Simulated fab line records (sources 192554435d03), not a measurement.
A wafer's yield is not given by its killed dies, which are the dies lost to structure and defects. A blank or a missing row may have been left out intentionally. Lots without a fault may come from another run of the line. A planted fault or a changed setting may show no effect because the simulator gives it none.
fab line records	flow n5_finfet
record lots=7	wafers=19	last_day=17
route steps=1938 shown ZERO_LAYER@3 BEOL_M4@1111 PASSIVATION@1936
lots untouched by any fault: they come from a run of this same line in which no faults occurred
start_h: hours from the record's first day to the start of the lot's first wafer shown	wait_h: hours since the lot's step before	" unchanged from the row above	L1.1+2: one row covering several wafers at once	- no value, or no start given	* or withheld: withheld	< > ~ a bound
route shown NAME@n: names a module that has steps shown in the file, with the first one's number in the route	usual: mean and standard deviation over wafers with no fault	same: alike in all rows	chamber/n: place in a boat	sites: per-site readings	_std_site: standard deviation across them	_edge_site: inner sites' mean taken away from outer sites' mean	radius_mm: how far each site lies from the wafer's centre	mask NAME#n: copy n	behind: the tool/chamber that last shaped the wafer	hold: why the lot went on hold/how many hours it stayed there/how the hold came to an end	device: which transistor (n, p or np) failed to switch	end of line: at the end of the route, the tests of the same wafers	a step without rows: its recipe alone	killed: count of dies lost to structure and defects at first sort (not the wafer's yield)	map: dies across one wafer; x = killed, . = not, _ = none there
set.NAME: the run value of the setting; set.NAME@STEP: its run value at that earlier step	model.NAME: the simulator's own value behind a step, which no gauge read
lots at selected steps of the route; one table per step, one row per wafer
services: a tool's chamber out of use, with start hour (start_h, from the record's first day; less than 0 if before it), hours out, and reason
## steps
# step N5_ZERO_LAYER_SRD_01
# recipe time_s=30	temp_c=23	rinse_liquid=diw	dry=n2_spin	spin_rpm=1500	dry_time_s=30
# step N5_ZERO_LAYER_PECVD_02
# recipe material=SiO2	target_thk_a=100	temp_c=400	precursor=SiH4/N2O	pressure_torr=0.75	rf_w=275	time_s=6
# usual heater_power_w=783/120	rf_fwd_power_W=272.2/1.2	showerhead_plenum_p_Torr=8.18/0.12	showerhead_vpp_V=1032/32
lot.wafer	tool	chamber	start_h	wait_h	heater_power_w	rf_fwd_power_W	showerhead_plenum_p_Torr	showerhead_vpp_V
L545.2	pecvd-02	2	42.30	0.0	746	269.7	8.13	1008
L545.4	"	0	"	"	1059	271.9	8.27	1020
L545.6	"	2	"	"	751	271.3	8.11	988
L548.1	pecvd-04	1	60.33	0.1	764	270.3	8.36	1021
L548.4	"	0	"	"	656	272.8	8.03	1039
L548.6	"	2	"	"	855	274.5	8.10	1002
L553.1	pecvd-02	1	90.28	0.0	650	270.4	8.22	1048
L553.4	"	2	"	"	695	272.9	8.13	1011
L553.6	"	1	"	"	649	271.0	8.22	1041
L554.1	pecvd-04	1	96.29	0.0	809	273.3	8.37	1039
L554.6	"	1	"	"	768	271.4	8.36	1024
L556.2	pecvd-02	0	108.34	0.0	1112	273.6	8.28	1029
L556.4	"	2	"	"	660	273.6	8.12	1023
L561.3	pecvd-01	1	138.30	0.0	708	271.4	8.32	1098
L561.5	"	0	"	"	643	272.0	8.05	952
L561.6	"	2	"	"	696	272.3	8.08	1110
L563.3	pecvd-04	1	150.28	0.0	914	270.2	8.35	1046
L563.4	"	1	"	"	900	271.2	8.35	1041
L563.5	"	2	"	"	792	273.3	8.11	1017
# step N5_ZERO_LAYER_HMDS_04
# recipe time_s=60	temp_c=120
# step N5_ZERO_LAYER_COAT_05
# recipe spin_rpm=1500	resist_thk_nm=1000
# step N5_ZERO_LAYER_EBR_07
# recipe solvent=PGMEA	ebr_width_mm=1.5
# step N5_ZERO_LAYER_SOFTBAKE_06
# recipe temp_c=100	time_s=90
# step N5_ZERO_LAYER_EXPOSE_08
# recipe mask_id=ZERO	na=0.55	source_shape=conventional	sigma_outer=0.8	polarization=unpolarized	defocus_nm=0	target_cd_nm=2000	dose_mj=16.2
# step N5_ZERO_LAYER_PEB_09
# recipe peb_temp_c=withheld	peb_time_s=*
# step N5_ZERO_LAYER_DEVELOP_10
# recipe develop_time_s=60	rinse_liquid=diw	dry=air_spin	dev_temp_c=21
# step N5_ZERO_LAYER_HARDBAKE_23
# recipe temp_c=130	time_s=120
# step N5_ZERO_LAYER_CD_MEAS_11
# recipe target_cd_nm=2000	landing_energy_ev=500	detector=se_inlens
# usual cd_nm=1999.3/1.6
lot.wafer	tool	chamber	start_h	wait_h	cd_nm
L545.2	cd_sem-02	0	42.66	-	1999.6
L545.4	"	0	"	"	2000.8
L545.6	"	0	"	"	1996.6
L548.1	cd_sem-02	0	60.69	-	2000.3
L548.4	"	0	"	"	1999.4
L548.6	"	0	"	"	2000.3
L553.1	cd_sem-02	0	90.64	-	1999.7
L553.4	"	0	"	"	2000.1
L553.6	"	0	"	"	1999.4
L554.1	cd_sem-01	0	96.64	-	1996.7
L554.6	"	0	"	"	1996.2
L556.2	cd_sem-01	0	108.83	-	1998.9
L556.4	"	0	"	"	1996.6
L561.3	cd_sem-01	0	138.66	-	2001.7
L561.5	"	0	"	"	2001.1
L561.6	"	0	"	"	1999.9
L563.3	cd_sem-03	0	150.77	-	2001.7
L563.4	"	0	"	"	2001.1
L563.5	"	0	"	"	1999.3
# step N5_ZERO_LAYER_DESCUM_16
# recipe chemistry=O2	time_s=7.9	source_power_w=50	bias_power_w=20	pressure_mtorr=20	rf_frequency_hz=2.712e+07	temp_c=40	o2_flow_sccm=225
# usual drypump_motor_current_A=5.8/0.45	oes_product_au=0.75/0.031	rf_fwd_power_W=49.42/0.23	rf_vpp_V=243.1/1.4	showerhead_plenum_p_Torr=2.08/0.086	throttle_valve_pct=20.42/0.16
lot.wafer	tool	chamber	start_h	wait_h	drypump_motor_current_A	oes_product_au	rf_fwd_power_W	rf_hours_counter_h	rf_vpp_V	showerhead_plenum_p_Torr	throttle_valve_pct
L545.2	rie_diel-04	2	42.70	0.0	5.4	0.79	49.26	107	242.5	2.10	20.30
L545.4	"	3	"	"	5.9	0.74	49.47	140	244.2	2.20	20.47
L545.6	"	3	"	"	6.0	0.74	49.24	-	243.5	2.20	20.46
L548.1	rie_diel-04	2	60.73	0.0	5.4	0.78	49.32	112	242.8	2.10	20.30
L548.4	"	1	"	"	6.0	0.75	49.29	122	244.5	2.18	20.36
L548.6	"	3	"	"	6.0	0.73	49.46	-	245.8	2.20	20.48
L553.1	rie_diel-04	0	90.68	0.0	6.3	0.74	49.65	190	242.3	1.97	20.53
L553.4	"	2	"	"	5.4	0.78	48.90	124	243.7	2.10	20.31
L553.6	"	0	"	"	6.3	0.73	49.49	-	241.3	1.97	20.55
L554.1	rie_diel-04	3	96.68	0.0	5.9	0.73	49.63	152	245.7	2.20	20.48
L554.6	"	0	"	"	6.3	0.73	49.53	-	241.5	1.97	20.53
L556.2	rie_diel-04	3	108.87	0.0	5.9	0.73	49.63	156	244.7	2.20	20.49
L556.4	"	2	"	"	5.4	0.77	49.24	129	243.5	2.09	20.32
L561.3	rie_diel-02	2	138.70	0.0	6.1	0.73	49.40	148	244.5	2.08	20.22
L561.5	"	0	"	"	5.1	0.82	49.59	-	243.3	2.21	20.32
L561.6	"	1	"	"	6.2	0.76	49.52	-	242.8	2.01	20.25
L563.3	rie_diel-03	3	150.80	0.0	5.3	0.73	49.54	165	241.1	2.00	20.60
L563.4	"	2	"	"	5.3	0.73	49.26	185	241.6	2.08	20.21
L563.5	"	1	"	"	6.5	0.73	49.77	-	243.0	2.11	20.71
# step N5_ZERO_LAYER_ETCH_17
# recipe chemistry=CF4	target=SiO2	target_depth_a=120	time_s=13.3	ion_energy_ev=350	pressure_mtorr=40	source_w=450	bias_w=215	Ar_flow_sccm=100	cf4_flow_sccm=100
# usual drypump_motor_current_A=5.8/0.45	oes_product_au=0.75/0.031	rf_fwd_power_W=446.4/1.7	rf_vpp_V=948/4.7	showerhead_plenum_p_Torr=2.13/0.074	throttle_valve_pct=15.69/0.15
lot.wafer	tool	chamber	start_h	wait_h	drypump_motor_current_A	oes_product_au	rf_fwd_power_W	rf_hours_counter_h	rf_vpp_V	showerhead_plenum_p_Torr	throttle_valve_pct	model.etch.depth_nm	model.coat_of_ZERO_LAYER_COAT_05.thk_nm
L545.2	rie_diel-04	2	42.73	0.0	5.4	0.79	447.1	107	948	2.15	15.61	12.21	965.3
L545.4	"	3	"	"	5.9	0.76	445.5	140	953	2.23	15.59	12.33	964.5
L545.6	"	3	"	"	6.0	0.75	448.2	-	954	2.23	15.59	12.28	967
L548.1	rie_diel-04	2	60.77	0.0	5.4	0.80	444.2	112	950	2.15	15.60	12.23	971
L548.4	"	1	"	"	6.0	0.77	447.5	122	953	2.23	15.63	12.31	971
L548.6	"	3	"	"	6.0	0.75	449.6	-	955	2.23	15.60	12.35	971.6
L553.1	rie_diel-04	0	90.71	0.0	6.3	1.03	445.6	190	944	2.05	16.05	19.88	963.2
L553.4	"	2	"	"	5.4	1.07	446.2	124	949	2.15	15.65	19.41	967
L553.6	"	0	"	"	6.3	0.74	446.3	-	942	2.05	16.03	12.45	969.1
L554.1	rie_diel-04	3	96.72	0.0	5.9	1.02	445.3	152	954	2.23	15.65	19.63	957.2
L554.6	"	0	"	"	6.3	0.75	446.6	-	942	2.05	16.02	12.46	965.3
L556.2	rie_diel-04	3	108.90	0.0	6.0	0.75	446.8	156	953	2.23	15.61	12.49	975.2
L556.4	"	2	"	"	5.4	1.08	445.3	129	950	2.15	15.67	19.65	962
L561.3	rie_diel-02	2	138.73	0.0	6.1	0.74	446.3	148	950	2.15	15.58	11.83	969.9
L561.5	"	0	"	"	5.1	0.81	448.0	-	956	2.25	15.54	11.91	968.7
L561.6	"	1	"	"	6.2	0.76	445.2	-	943	2.07	15.54	11.81	972.7
L563.3	rie_diel-03	3	150.84	0.0	5.3	0.72	448.4	165	944	2.04	15.76	11.62	970.2
L563.4	"	2	"	"	5.3	0.72	447.1	185	946	2.13	15.51	11.71	972.1
L563.5	"	1	"	"	6.4	0.72	446.7	-	949	2.12	15.73	11.9	970.2
# step N5_ZERO_LAYER_ETCH_18
# recipe chemistry=HBr/Cl2	target=Si	target_depth_a=1200	time_s=40	pressure_mtorr=10	icp_w=800	bias_w=75	HBr_flow_sccm=150	Cl2_flow_sccm=80
# usual drypump_motor_current_A=5.8/0.41	oes_product_au=0.998/0.014	rf_fwd_power_W=795.7/2.8	throttle_valve_pct=36.30/0.25
lot.wafer	tool	chamber	start_h	wait_h	drypump_motor_current_A	oes_product_au	rf_fwd_power_W	rf_hours_counter_h	throttle_valve_pct	model.coat_of_ZERO_LAYER_COAT_05.thk_nm
L545.2	rie_si-02	1	42.80	0.0	5.6	0.997	792.9	72	36.56	924.9
L545.4	"	3	"	"	6.3	1.015	795.4	158	36.36	924.7
L545.6	"	2	"	"	5.9	0.994	791.8	-	36.09	927.6
L548.1	rie_si-02	1	60.84	0.0	5.7	0.990	795.7	72	36.52	930.1
L548.4	"	3	"	"	6.4	1.004	797.1	158	36.36	930.9
L548.6	"	0	"	"	6.3	1.023	797.9	-	36.07	931.2
L553.1	rie_si-02	2	90.79	0.0	5.9	0.986	796.9	181	36.10	923.7
L553.4	"	1	"	"	5.6	0.986	795.4	73	36.55	926.8
L553.6	"	1	"	"	5.6	0.996	796.9	-	36.54	928.4
L554.1	rie_si-03	2	96.79	0.0	5.6	1.000	798.9	77	36.52	917
L554.6	"	2	"	"	5.6	1.002	797.7	-	36.53	925.4
L556.2	rie_si-05	1	108.98	0.0	6.7	0.996	797.7	98	36.24	934.8
L556.4	"	3	"	"	5.9	0.999	789.4	116	36.62	922.1
L561.3	rie_si-02	1	138.80	0.0	5.7	0.985	795.5	73	36.53	928.9
L561.5	"	3	"	"	6.3	1.014	795.5	-	36.36	928.8
L561.6	"	2	"	"	5.9	0.986	790.1	-	36.09	933.3
L563.3	rie_si-02	2	150.91	0.0	5.9	0.988	798.0	183	36.12	930.5
L563.4	"	0	"	"	6.3	1.025	795.8	99	36.07	931.5
L563.5	"	2	"	"	5.9	0.988	798.2	-	36.08	930.6
# step N5_ZERO_LAYER_STRIP_24
# recipe chemistry=O2	power_w=1000	temp_c=250	overash_fraction=0.3	pressure_mtorr=1000	o2_flow_sccm=6750
# usual drypump_motor_current_A=5.9/0.36	heater_power_w=338/24	oes_product_au=0.647/0.0047	strip_time_to_endpoint_s=43.86/0.097
lot.wafer	tool	chamber	start_h	wait_h	drypump_motor_current_A	heater_power_w	oes_product_au	rf_hours_counter_h	strip_time_to_endpoint_s
L545.2	plasma_asher-02	1	42.91	0.1	6.0	340	0.645	31	43.69
L545.4	"	0	"	"	6.2	352	0.651	-	43.67
L545.6	"	1	"	"	6.0	339	0.649	-	43.76
L548.1	plasma_asher-01	0	60.94	0.1	5.3	365	0.652	81	43.84
L548.4	"	0	"	"	5.3	365	0.641	-	43.86
L548.6	"	1	"	"	6.0	295	0.654	-	43.85
L553.1	plasma_asher-01	1	90.89	0.1	6.0	292	0.646	86	43.66
L553.4	"	1	"	"	6.1	293	0.642	-	43.73
L553.6	"	0	"	"	5.2	354	0.643	-	43.78
L554.1	plasma_asher-01	0	96.90	0.1	5.2	363	0.653	87	43.45
L554.6	"	1	"	"	6.0	299	0.643	-	43.68
L556.2	plasma_asher-01	1	109.08	0.1	6.0	295	0.643	89	43.98
L556.4	"	0	"	"	5.3	365	0.649	-	43.60
L561.3	plasma_asher-01	1	138.93	0.1	6.0	296	0.647	-	43.81
L561.5	"	1	"	"	6.0	301	0.646	-	43.80
L561.6	"	0	"	"	5.2	372	0.651	-	43.93
L563.3	plasma_asher-02	1	151.04	0.1	6.0	331	0.650	-	43.83
L563.4	"	0	"	"	6.2	354	0.643	-	43.89
L563.5	"	0	"	"	6.2	348	0.651	-	43.85
# step N5_ZERO_LAYER_STRIP_19
# recipe chemistry=SPM	time_s=900	temp_c=130	h2so4_h2o2_vol_ratio=4	dry=ipa_marangoni
# step N5_BEOL_M4_RC_MEAS_101
# usual DIBL_N=35.8/1.6	DIBL_P=36.0/2.1	IOFF_N=0.153/0.026	IOFF_P=0.21/0.037	ION_N=673/11	ION_P=462/7.6	SS_N=71.4/0.53	SS_P=73.2/0.67	VT_N=250/3.2	VT_P=-250/3.7
lot.wafer	tool	chamber	start_h	wait_h	DIBL_N[mV/V]	DIBL_P[mV/V]	IOFF_N[nA/um]	IOFF_P[nA/um]	ION_N[uA/um]	ION_P[uA/um]	SS_N[mV/dec]	SS_P[mV/dec]	VT_N[mV]	VT_P[mV]
L545.2	prober-02	0	198.70	0.2	36.6	37.1	0.172	0.22	672	459	71.9	73.7	247	-251
L545.4	"	0	"	"	33.8	34.0	0.122	0.17	655	456	71.3	72.7	253	-254
L545.6	"	0	"	"	35.9	37.2	0.163	0.23	678	462	71.9	73.0	249	-249
L548.1	prober-02	0	211.04	0.0	34.7	34.5	0.122	0.18	654	457	71.1	73.3	253	-253
L548.4	"	0	"	"	35.0	33.3	0.119	0.17	661	455	71.1	73.0	257	-251
L548.6	"	0	"	"	34.1	33.6	0.117	0.17	652	452	71.3	72.7	255	-253
L554.1	prober-02	0	249.51	0.0	36.2	37.7	0.169	0.24	684	481	71.1	74.0	246	-247
L554.6	"	0	"	"	37.2	38.2	0.172	0.25	668	467	72.7	73.0	248	-247
L553.1	prober-01	0	251.66	0.0	35.4	35.5	0.170	0.22	681	464	72.2	72.7	248	-249
L553.4	"	0	"	"	33.6	34.4	0.129	0.20	656	459	71.7	72.3	254	-250
L553.6	"	0	"	"	33.7	34.3	0.134	0.19	660	461	71.2	72.1	251	-250
L556.2	prober-02	0	269.44	0.2	37.0	35.1	0.148	0.20	672	463	71.8	72.9	253	-249
L556.4	"	0	"	"	36.5	35.2	0.145	0.20	675	463	71.8	73.5	251	-249
L561.3	prober-02	0	302.71	0.3	39.4	39.4	0.192	0.24	675	463	71.8	73.6	248	-246
L561.5	"	0	"	"	39.6	40.7	0.196	0.26	671	462	71.4	74.8	247	-247
L561.6	"	0	"	"	37.3	38.1	0.157	0.22	669	465	70.8	73.8	252	-250
L563.3	prober-01	0	306.44	0.3	36.8	34.1	0.152	0.18	670	456	71.5	73.1	252	-255
L563.4	"	0	"	"	36.2	35.0	0.149	0.20	674	455	71.8	73.4	251	-254
L563.5	"	0	"	"	35.1	33.0	0.130	0.17	664	455	71.4	73.3	253	-254
# step N5_PASSIVATION_PROBE_49
# usual defect_limited_yield=91.3/1.5	killed_at_M0_to_M3=33/12	killed_at_M4_up=13/5.2	killed_at_contacts=13/6.7	killed_at_front_end=40/11	killed_at_other=4.1/2.7	killed_dies=103/17	killed_on_rim=14/4.2	killed_open=69/13	killed_short=33/8.4	sort_bin_5_function=5.1/1	sort_bin_6_memory=3.2/0.62	sort_n_pass=1077/17	sort_yield_pct=91.3/1.5
# same gross_dies=1180	killed_at_back_side=0	sort_bin_4_leakage[%]=0	sort_bin_8_speed[%]=0
lot.wafer	tool	chamber	start_h	wait_h	defect_limited_yield[%]	killed_at_M0_to_M3	killed_at_M4_up	killed_at_contacts	killed_at_front_end	killed_at_other	killed_dies	killed_on_rim	killed_open	killed_short	sort_bin_5_function[%]	sort_bin_6_memory[%]	sort_n_pass	sort_yield_pct[%]
L545.2	prober-01	-	311.96	0.1	91.3	21	13	17	50	2	103	15	69	34	6.0	2.5	1077	91.3
L545.4	prober-01	-	312.06	0.2	90.7	40	11	22	29	8	110	14	75	33	5.5	3.6	1070	90.7
L545.6	prober-01	-	312.16	0.3	91.4	26	9	20	43	3	101	10	68	31	4.4	3.7	1079	91.4
L548.1	prober-02	-	319.35	0.0	91.7	30	9	26	31	2	98	16	64	32	4.8	3.2	1082	91.7
L548.4	prober-02	-	319.50	0.2	87.5	47	11	17	71	1	147	26	91	54	8.1	4.2	1033	87.5
L548.6	prober-02	-	319.60	0.3	91.0	24	21	7	53	1	106	15	74	31	4.7	4.2	1074	91.0
L553.1	prober-01	-	358.84	0.9	92.8	22	14	6	31	12	85	10	56	25	5.3	1.8	1095	92.8
L556.2	prober-02	-	382.43	0.1	89.7	52	13	7	45	4	121	21	79	40	5.8	4.0	1059	89.7
L556.4	prober-02	-	382.53	0.2	87.0	76	9	7	56	5	153	16	94	56	8.0	4.8	1027	87.0
# killed by level:class
L545.2 STI_FIN_REVEAL:geometric_particle:open=13 MOL_CONTACT_COAG:geometric_particle:open=12 BEOL_M0_SAQP:geometric_particle:open=8 STI_FIN_REVEAL:geometric_particle:short=6 FIN_SAQP:geometric_particle:open=5 FIN_SAQP:geometric_particle:short=5 BEOL_M2:geometric_particle:open=5 MOL_CONTACT_COAG:geometric_particle:short=5
L545.4 MOL_CONTACT_COAG:geometric_particle:open=18 BEOL_M0_SAQP:geometric_particle:open=16 BEOL_M0_SAQP:geometric_particle:short=12 STI_FIN_REVEAL:geometric_particle:open=6 GATE_CUT:geometric_particle:short=5 BEOL_M4:geometric_particle:open=5 MOL_CONTACT_COAG:geometric_particle:short=4 BEOL_M0:geometric_particle:open=4
L545.6 MOL_CONTACT_COAG:geometric_particle:open=15 DUMMY_GATE:geometric_particle:open=7 BEOL_M0_SAQP:geometric_particle:short=6 FIN_SAQP:geometric_particle:open=5 FIN_SAQP:geometric_particle:short=5 MOL_CONTACT_COAG:geometric_particle:short=5 GATE_CUT:geometric_particle:short=5 BEOL_M0_SAQP:geometric_particle:open=5
L548.1 MOL_CONTACT_COAG:geometric_particle:open=21 BEOL_M2:geometric_particle:open=14 FIN_SAQP:geometric_particle:open=7 FIN_SAQP:geometric_particle:short=6 MOL_CONTACT_COAG:geometric_particle:short=5 BEOL_M0_SAQP:geometric_particle:short=5 STI_FIN_REVEAL:geometric_particle:short=3 BEOL_M1:geometric_particle:open=3
L548.4 FIN_SAQP:geometric_particle:short=24 FIN_SAQP:geometric_particle:open=21 MOL_CONTACT_COAG:geometric_particle:open=13 STI_FIN_REVEAL:geometric_particle:open=12 BEOL_M0_SAQP:geometric_particle:open=10 BEOL_M0_SAQP:geometric_particle:short=10 BEOL_M3:geometric_particle:open=8 BEOL_M2:geometric_particle:open=7
L548.6 FIN_SAQP:geometric_particle:open=17 BEOL_M4:geometric_particle:open=14 FIN_SAQP:geometric_particle:short=10 BEOL_M2:geometric_particle:open=7 GATE_CUT:geometric_particle:open=6 STI_FIN_REVEAL:geometric_particle:open=6 MOL_CONTACT_COAG:geometric_particle:open=5 BEOL_M0_SAQP:geometric_particle:open=5
L553.1 STI_FIN_REVEAL:geometric_particle:open=9 MOL_CONTACT_COAG:geometric_particle:open=6 BEOL_M2:geometric_particle:open=5 BEOL_M0_SAQP:geometric_particle:short=4 BEOL_M0_SAQP:geometric_particle:open=4 BEOL_M4:geometric_particle:open=4 ILD0:geometric_particle:short=3 GATE_CUT:geometric_particle:short=3
L556.2 BEOL_M0_SAQP:geometric_particle:open=18 STI_FIN_REVEAL:geometric_particle:open=12 BEOL_M2:geometric_particle:open=8 BEOL_M0_SAQP:geometric_particle:short=6 BEOL_M3:geometric_particle:open=6 MOL_CONTACT_COAG:geometric_particle:short=5 STARTING-WAFER:geometric_particle:open=5 STI_FIN_REVEAL:geometric_particle:short=4
L556.4 BEOL_M0_SAQP:geometric_particle:short=27 BEOL_M0_SAQP:geometric_particle:open=18 STI_FIN_REVEAL:geometric_particle:open=15 FIN_SAQP:geometric_particle:short=10 BEOL_M3:geometric_particle:open=9 BEOL_M1:geometric_particle:open=8 DUMMY_GATE:geometric_particle:open=8 FIN_SAQP:geometric_particle:open=7
## services
tool	chamber	start_h	hours	kind
rie_diel-02	2	19.75	15.8	repair
pecvd-04	2	21.12	-	clean
pecvd-04	2	21.12	-	consumable_replace:showerhead
pecvd-04	2	21.12	29.0	scheduled_down
pecvd-04	2	21.12	29.0	vent_cycle
rie_si-03	-	27.79	0.2	repair
pecvd-01	-	33.86	28.5	repair
rie_diel-02	-	53.02	14.6	pm
rie_diel-03	1	57.34	23.6	repair
rie_diel-04	3	60.92	12.0	repair
rie_si-03	0	62.00	3.4	repair
rie_diel-02	2	69.71	3.8	repair
rie_diel-02	1	71.07	1.3	repair
pecvd-01	-	87.76	6.9	repair
rie_si-02	0	97.74	3.3	repair
rie_diel-02	-	104.66	0.8	repair
rie_si-02	1	104.87	11.9	repair
rie_si-03	-	112.17	28.1	pm
rie_diel-04	-	117.44	2.2	repair
rie_diel-03	2	119.39	6.6	repair
rie_diel-02	-	126.83	2.8	pm
pecvd-02	-	139.84	0.3	repair
plasma_asher-02	-	142.88	3.1	repair
rie_si-03	1	146.70	5.5	repair
## key
first_sign step=N5_ZERO_LAYER_ETCH_17	reading=oes_product_au	direction=up	sigmas=9.6	usual=0.75	struck=1.05
effect step=N5_ZERO_LAYER_STRIP_24	reading=strip_time_to_endpoint_s	direction=down	sigmas=2.6	usual=*	struck=*
model_effect step=N5_ZERO_LAYER_ETCH_17	value=etch.depth_nm	without=12.27	struck=19.64
model_effect step=N5_ZERO_LAYER_ETCH_18	value=coat_of_ZERO_LAYER_COAT_05.thk_nm	without=929.8	struck=922.4
met_at N5_ZERO_LAYER_ETCH_17
struck_wafers L553.1,L553.4,L554.1,L556.4
onset_between 60.77 90.71
fault kind=process_parameter_drift	tool=rie_diel-04	chamber=-	onset_h=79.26	steps=N5_ZERO_LAYER_ETCH_17	channel=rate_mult	offset=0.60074	shape=step	end_h=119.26	scope=struck_wafers_only
